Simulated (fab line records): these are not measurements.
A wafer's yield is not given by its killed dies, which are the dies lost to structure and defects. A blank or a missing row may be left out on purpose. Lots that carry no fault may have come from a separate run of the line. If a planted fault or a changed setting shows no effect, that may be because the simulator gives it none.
Chamber matching ; flow n5 finfet ; N5_MOL_CONTACT_COAG_ETCH_106 on rie diel-06: 4 sister chambers
The step etches SOC in N2/H2, target depth 80 nm, overetch 16 nm, time 120 s. 4 wafers are shown with their chamber, then 9 later ones without.

WAFERS, EACH WITH ITS CHAMBER
wafer;chamber;drypump motor current A (A)
L082.5;3;6.4
L084.2;1;5.9
L084.3;2;6.2
L084.6;0;4.9

WAFERS WITHOUT THEIR CHAMBER
wafer;drypump motor current A (A)
L087.1;4.9
L087.5;4.9
L087.6;6.3
L093.3;4.9
L093.4;6.4
L093.6;5.9
L097.3;6.3
L097.5;6.4
L097.6;4.9

EACH ONE'S CHAMBER
wafer;from the rows above;in truth
L087.1;0;0
L087.5;0;0
L087.6;can't be placed: 2 or 3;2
L093.3;0;0
L093.4;3;3
L093.6;1;1
L097.3;can't be placed: 2 or 3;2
L097.5;3;3
L097.6;0;0
Correctly placed: 7 of 9. These rows do not allow placing 2 (true chamber among the candidates in 2). Number placed wrongly: 0.
How it was worked out, from the rows above alone: a wafer's distance from a chamber is the root of the sum, over the readings, of the square of ((its reading less the chamber's mean) divided by the reading's scatter). If the next closest chamber is less than 2 further off than the closest, the wafer can't be placed; otherwise it belongs to the closest. For every chamber, the mean is computed from those of its wafers that are shown. The scatter: root of mean squared gap, hidden wafer to nearest shown wafer, with one shown wafer a chamber.
